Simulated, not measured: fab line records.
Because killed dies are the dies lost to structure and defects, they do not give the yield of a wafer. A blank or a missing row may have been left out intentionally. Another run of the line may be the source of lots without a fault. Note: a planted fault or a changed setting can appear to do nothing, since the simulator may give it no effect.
One fault through the eyes of 2 desks | flow nandHarc | what lay behind the numbers comes last; until then each desk has only its own

== THE TOOL OWNER'S DESK: harEtch-02 ==
The tool's own readings at NHARC_A_SLIT_ETCH_26 (etches the open film in C4F8/O2/Ar, time 90 s, target depth 400 nm): means of the sampled wafers that have a number, for each lot that ran on this tool. Marked OUT: a lot whose mean sits more than 4 standard deviations from the usual mean, which makes it out of limits; the brackets give that distance.
Columns: A = chamberPressureMTorr at NHARC_A_SLIT_ETCH_26, usual 25.006 mTorr; B = drypumpMotorCurrentA at NHARC_A_SLIT_ETCH_26, usual 5.9 A; C = showerheadPlenumPTorr at NHARC_A_SLIT_ETCH_26, usual 3.77 Torr; D = throttleValvePct at NHARC_A_SLIT_ETCH_26, usual 27.619 %
lot  | first seen here | A      | B   | C    | D
L864 | day 20 05:38    | 24.975 | 6.5 | 3.88 | 27.618
L870 | day 22 14:08    | 25.000 | 6.5 | 3.86 | 27.618
L872 | day 23 05:23    | 24.982 | 6.5 | 3.85 | 27.623
L880 | day 27 06:16    | 25.001 | 6.7 | 3.90 | 27.613
L882 | day 27 16:26    | 24.998 | 6.3 | 3.75 | 27.628
L885 | day 28 02:55    | 24.991 | 6.3 | 3.74 | 27.611
L883 | day 28 06:43    | 24.986 | 6.5 | 3.81 | 27.615
L887 | day 29 15:44    | 24.982 | 6.3 | 3.73 | 27.611
This desk's verdict: no lot among the 8 shows anything out of limits.

== THE DEFECT DESK ==
Counts from the inspections along the route, per lot, as means over the sampled wafers that have a number. Marked OUT: a lot whose mean sits more than 4 standard deviations from the usual mean, which makes it out of limits; the brackets give that distance.
Columns: A = rawDefectCount at NHARC_A_SIN_REMOVE_INSPECT_04, usual 393
lot  | first seen here | A
L864 | day 20 13:25    | 332
L870 | day 22 22:10    | 725
L872 | day 23 13:31    | 702
L879 | day 26 03:32    | 403
L880 | day 27 14:16    | 336
L882 | day 28 00:29    | 414
L885 | day 28 11:00    | 496
L884 | day 28 14:36    | 433
L883 | day 28 14:39    | 377
L886 | day 29 02:26    | 332
L887 | day 29 23:11    | 368
This desk's verdict: no lot among the 11 shows anything out of limits.

== TAKEN TOGETHER ==
The tool owner's desk saw nothing out of limits.
The defect desk saw nothing out of limits.

== WHAT WAS PUT IN BY THE SIMULATOR ==
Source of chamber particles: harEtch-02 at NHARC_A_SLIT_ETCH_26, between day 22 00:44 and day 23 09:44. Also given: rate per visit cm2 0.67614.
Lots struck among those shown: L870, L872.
